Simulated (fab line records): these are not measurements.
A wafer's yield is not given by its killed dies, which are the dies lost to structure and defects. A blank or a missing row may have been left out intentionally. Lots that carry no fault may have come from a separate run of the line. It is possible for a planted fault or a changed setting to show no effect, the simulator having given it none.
Problem report, 8D (eight disciplines) form, completed by code || flow nand-harc || the parts of the form that need people (team, actions taken, sign-off) are left out

1. WHAT WENT WRONG
At NHARC_A_ONON_D2_THK_MEAS_18, thk-nm averages 684 nm over 6 wafers from 2 lots, while fault-free wafers read 999 nm, standard deviation 12. That is -26 standard deviations from the usual mean.
The step: measures by ellipsometry.
First seen on wafer L640.3, day 14 04:55, on film-metro-01. The record has a number at this step for 39 wafers belonging to 13 lots. Rule for "out", or "out of limits": more than 4 standard deviations from the usual mean. Any other wafer with a number is counted as sound.

2. WHAT IT IS AND WHAT IT IS NOT
{"question": "which readings at this step", "is": "thk-nm", "is not": "-"}
{"question": "which lots", "is": "L640, L642", "is not": "L638, L650, L651, L653, L654, L655, L656, L657, L658, L659, L660"}
{"question": "which wafers of those lots", "is": "all that have a number", "is not": "-"}
{"question": "read on which gauges", "is": "film-metro-01, film-metro-02", "is not": "-"}
{"question": "when", "is": "from day 14 04:55", "is not": "up to then (3 sound wafers); but 30 sound wafers of L650, L651, L653, L654, L655, L656, L657, L658, L659, L660 came after"}

3. SUSPECTS, AND WHAT RULES EACH OUT
Counting: a tool at a process step up to the reading stays a suspect if it ran every lot that is out and no sound lot after the first of them.
- the gauge at NHARC_A_ONON_D2_THK_MEAS_18 is ruled out. Those wafers that are out were read across 2 gauges (film-metro-01, film-metro-02).
- pecvd-onon-02 at NHARC_A_ONON_D2_DEP_16 (target thk 1000 nm): ruled out as a lasting fault. After its first lot that is out, L640 (day 14 04:32), sound lots L650, L653, L655, L657, L658, L659 ran on it.
Left after counting: nothing in the record.

4. THE CAUSE (what the simulator had put in)
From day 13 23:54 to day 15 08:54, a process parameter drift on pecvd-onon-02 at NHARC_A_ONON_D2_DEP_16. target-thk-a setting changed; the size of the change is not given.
Counting ruled it out, wrongly: the rule takes a fault to strike every lot that its tool runs from its start on, and this one did not.

5. THE EFFECT CHAIN, in route order
Each row: a reading where the mean over the struck wafers with a number is more than 3 standard deviations away from the usual. Only readings for which the record gives a usual standard deviation are gone through. hours: the time from each lot's start at the first step in this table that gives one to its start at this step, as a median over the lots. sigmas: the change in usual standard deviations.
{"hours": 0, "step": "NHARC_A_ONON_D2_THK_MEAS_18", "reading": "thk-nm", "usual": "999 nm", "on struck wafers": 684, "change": -314, "sigmas": -26}
{"hours": 287, "step": "NHARC_END_SORT_01", "reading": "killed-at-array", "usual": 53, "on struck wafers": 672, "change": "+619", "sigmas": "+33"}
{"hours": 287, "step": "NHARC_END_SORT_01", "reading": "killed-dies", "usual": 57, "on struck wafers": 677, "change": "+620", "sigmas": "+33"}
At these later measuring or inspecting steps, every struck wafer for which the step has a row has a number for every such reading, and none has moved that far: NHARC_A_ONON_D2_INSPECT_32.

6. HOW IT WOULD HAVE BEEN CAUGHT EARLIER
The first out-of-limits reading at a measuring or inspecting step in this record came at day 14 04:55, 5 hours after the fault's start at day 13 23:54.
Of the tool readings at NHARC_A_ONON_D2_DEP_16 for which the record gives a usual standard deviation, none was out on any struck wafer, so an alarm limit of 4 standard deviations on them would not have fired.
